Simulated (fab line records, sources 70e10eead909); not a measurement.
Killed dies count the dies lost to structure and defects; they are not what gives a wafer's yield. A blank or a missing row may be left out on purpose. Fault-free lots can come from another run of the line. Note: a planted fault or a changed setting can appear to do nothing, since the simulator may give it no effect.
Which tool was responsible?	flow nand harc	72 wafers from 24 lots sampled at 3 of the route's 1302 steps

== WHAT EACH GAUGE READ, for each wafer ==
NHARC_A_CHANNEL_FILL_D1_INSPECT_13.
lot	measured	on	raw defect count
L074	day 10 20:39	defect inspect-01	217 307 250
L075	day 11 16:20	defect inspect-01	226 232 148
L077	day 11 16:22	defect inspect-02	567 298 356
L076	day 11 16:22	defect inspect-01	363 323 262
L078	day 12 12:35	defect inspect-02	481 325 429
L079	day 12 22:23	defect inspect-01	237 150 198
L080	day 13 08:35	defect inspect-01	613 437 348
L081	day 14 05:42	defect inspect-02	352 260 542
L082	day 14 05:43	defect inspect-01	342 159 132
L083	day 14 19:10	defect inspect-02	245 315 392
L084	day 15 03:53	defect inspect-01	331 481 285
L085	day 15 10:07	defect inspect-01	209 236 111
L087	day 16 05:49	defect inspect-01	273 330 325
L086	day 16 09:25	defect inspect-02	372 301 384
L089	day 16 16:57	defect inspect-02	377 236 622
L088	day 16 16:58	defect inspect-02	670 1252 553
L090	day 17 11:10	defect inspect-02	221 391 430
L091	day 17 11:10	defect inspect-01	163 257 194
L092	day 18 05:13	defect inspect-02	450 257 375
L093	day 18 13:52	defect inspect-02	732 757 449
L094	day 19 03:21	defect inspect-02	237 279 250
L095	day 19 17:04	defect inspect-01	211 299 306
L096	day 19 20:55	defect inspect-01	374 302 438
L097	day 20 04:10	defect inspect-01	167 362 174

NHARC_A_CHANNEL_HOLE_D2_CD_MEAS_18.
lot	measured	on	cd nm (nm)
L074	day 13 06:06	cd sem-02	103.0 108.0 100.8
L075	day 14 05:10	cd sem-02	96.3 97.9 96.4
L077	day 14 03:31	cd sem-01	98.0 95.6 106.4
L076	day 14 04:49	cd sem-02	99.4 98.8 96.3
L078	day 14 16:38	cd sem-02	98.4 101.8 102.3
L079	day 15 03:01	cd sem-03	97.0 96.3 94.7
L080	day 15 13:04	cd sem-01	97.9 98.5 103.2
L081	day 16 10:55	cd sem-02	101.3 99.7 97.5
L082	day 16 09:13	cd sem-03	102.8 99.2 100.0
L083	day 17 01:50	cd sem-03	92.0 98.5 103.2
L084	day 17 15:00	cd sem-03	103.4 96.9 98.9
L085	day 17 15:30	cd sem-02	99.4 101.0 98.6
L087	day 18 08:03	cd sem-03	94.6 100.0 98.7
L086	day 18 14:07	cd sem-01	103.5 93.8 102.9
L089	day 18 20:14	cd sem-02	95.6 97.2 100.0
L088	day 18 20:06	cd sem-01	98.7 97.9 99.2
L090	day 19 21:21	cd sem-01	97.9 100.7 100.8
L091	day 19 21:30	cd sem-03	104.0 98.3 100.7
L092	day 20 10:17	cd sem-03	99.9 93.7 96.1
L093	day 20 21:08	cd sem-01	103.6 103.1 99.8
L094	day 21 06:01	cd sem-03	98.6 96.0 95.5
L095	day 21 22:05	cd sem-01	99.8 100.4 99.5
L096	day 21 21:31	cd sem-01	95.0 100.8 103.9
L097	day 22 21:37	cd sem-01	103.5 99.8 101.6

== TOOL THAT RAN EACH LOT (tool first, then ch and the chambers of the sampled wafers, then the start) ==
lot	NHARC_A_CHANNEL_HOLE_D2_ETCH_39
L074	rie diel-02 ch 1,2, day 13 06:06 or earlier
L075	rie diel-08 ch 0,2,3, day 14 05:10 or earlier
L077	rie diel-08 ch 1,3, day 14 03:31 or earlier
L076	rie diel-04 ch 0,1,3, day 14 04:49 or earlier
L078	rie diel-02 ch 0,1,3, day 14 16:38 or earlier
L079	rie diel-08 ch 0,1, day 15 03:01 or earlier
L080	rie diel-04 ch 0,1,2, day 15 13:04 or earlier
L081	rie diel-04 ch 2,3, day 16 10:55 or earlier
L082	rie diel-02 ch 0,3, day 16 09:13 or earlier
L083	rie diel-04 ch 1,2,3, day 17 01:50 or earlier
L084	rie diel-04 ch 2,3, day 17 15:00 or earlier
L085	rie diel-08 ch 1,2, day 17 15:30 or earlier
L087	rie diel-04 ch 0,1,2, day 18 08:03 or earlier
L086	rie diel-08 ch 0,1,3, day 18 14:07 or earlier
L089	rie diel-02 ch 0,2,3, day 18 20:14 or earlier
L088	rie diel-04 ch 0,1,2, day 18 20:06 or earlier
L090	rie diel-02 ch 0,2,3, day 19 21:21 or earlier
L091	rie diel-08 ch 1,3, day 19 21:30 or earlier
L092	rie diel-04 ch 0,3, day 20 10:17 or earlier
L093	rie diel-02 ch 0,1,2, day 20 21:08 or earlier
L094	rie diel-08 ch 0,2,3, day 21 06:01 or earlier
L095	rie diel-08 ch 0,2, day 21 22:05 or earlier
L096	rie diel-04 ch 0,3, day 21 21:31 or earlier
L097	rie diel-02 ch 1,3, day 22 21:37 or earlier
- NHARC_A_CHANNEL_HOLE_D2_ETCH_39: etches the open film in N2/H2, target depth 260 nm, time 325 s.

== AS READ BY THE TOOLS THEMSELVES (means over the sampled wafers that have a number; for cases with no such wafer, the mark the record gives instead) ==
NHARC_A_CHANNEL_HOLE_D2_ETCH_39.
lot	tool	drypump motor current A (A)	oes product au (a.u.)	rf vpp V (V)	showerhead plenum p Torr (Torr)	throttle valve pct (%)
L074	rie diel-02	5.7	1.006	427.4	1.94	14.174
L075	rie diel-08	5.6	1.007	428.5	1.98	14.174
L077	rie diel-08	5.6	1.000	432.6	2.11	14.175
L076	rie diel-04	5.8	0.992	431.1	2.06	14.175
L078	rie diel-02	5.8	0.995	431.3	2.08	14.184
L079	rie diel-08	5.3	1.017	429.7	2.01	14.172
L080	rie diel-04	6.1	0.996	430.7	2.04	14.170
L081	rie diel-04	5.9	0.999	429.6	1.99	14.172
L082	rie diel-02	5.7	0.990	433.0	2.16	14.170
L083	rie diel-04	5.9	0.998	430.4	2.02	14.173
L084	rie diel-04	5.9	1.001	429.5	1.99	14.167
L085	rie diel-08	5.1	1.006	431.8	2.10	14.172
L087	rie diel-04	6.1	0.988	430.7	2.04	14.181
L086	rie diel-08	5.7	1.009	430.9	2.04	14.172
L089	rie diel-02	5.8	1.016	431.8	2.08	14.168
L088	rie diel-04	6.1	0.984	429.9	2.04	14.168
L090	rie diel-02	5.8	1.008	431.7	2.08	14.176
L091	rie diel-08	5.6	1.000	432.1	2.11	14.164
L092	rie diel-04	5.6	0.988	431.7	2.07	14.164
L093	rie diel-02	5.6	1.016	429.8	2.01	14.179
L094	rie diel-08	5.6	1.005	429.3	1.98	14.176
L095	rie diel-08	5.2	1.010	427.6	1.95	14.172
L096	rie diel-04	5.5	1.001	430.5	2.05	14.172
L097	rie diel-02	6.0	1.021	431.5	2.07	14.175

== THE ANSWER, worked out from the rows above alone ==
Rule: usual is defined by the lots themselves. The widest of any qualifying gaps counts: lots, ordered by their means at a reading, are off when they make up no more than a third of the lots, leave a main group of 4 or more, and stand apart from it by 3 or more times the standard deviation of that group's means. If all means in a main group match to the digits the tables above print for the reading, that group is not used. Also off: a lot with no number at a reading for which 4 or more lots have one. The other lots that the step has rows for count as sound. First the gauges in route order, then the tools' own readings, where a lot's mean is used as printed above. At the first step where some lot is off, the reading lying furthest off is the one used; lots without a number count as furthest.
No lot is off on any of the readings shown, so nothing can be concluded from this.

== WHAT HAD BEEN PUT IN BY THE SIMULATOR ==
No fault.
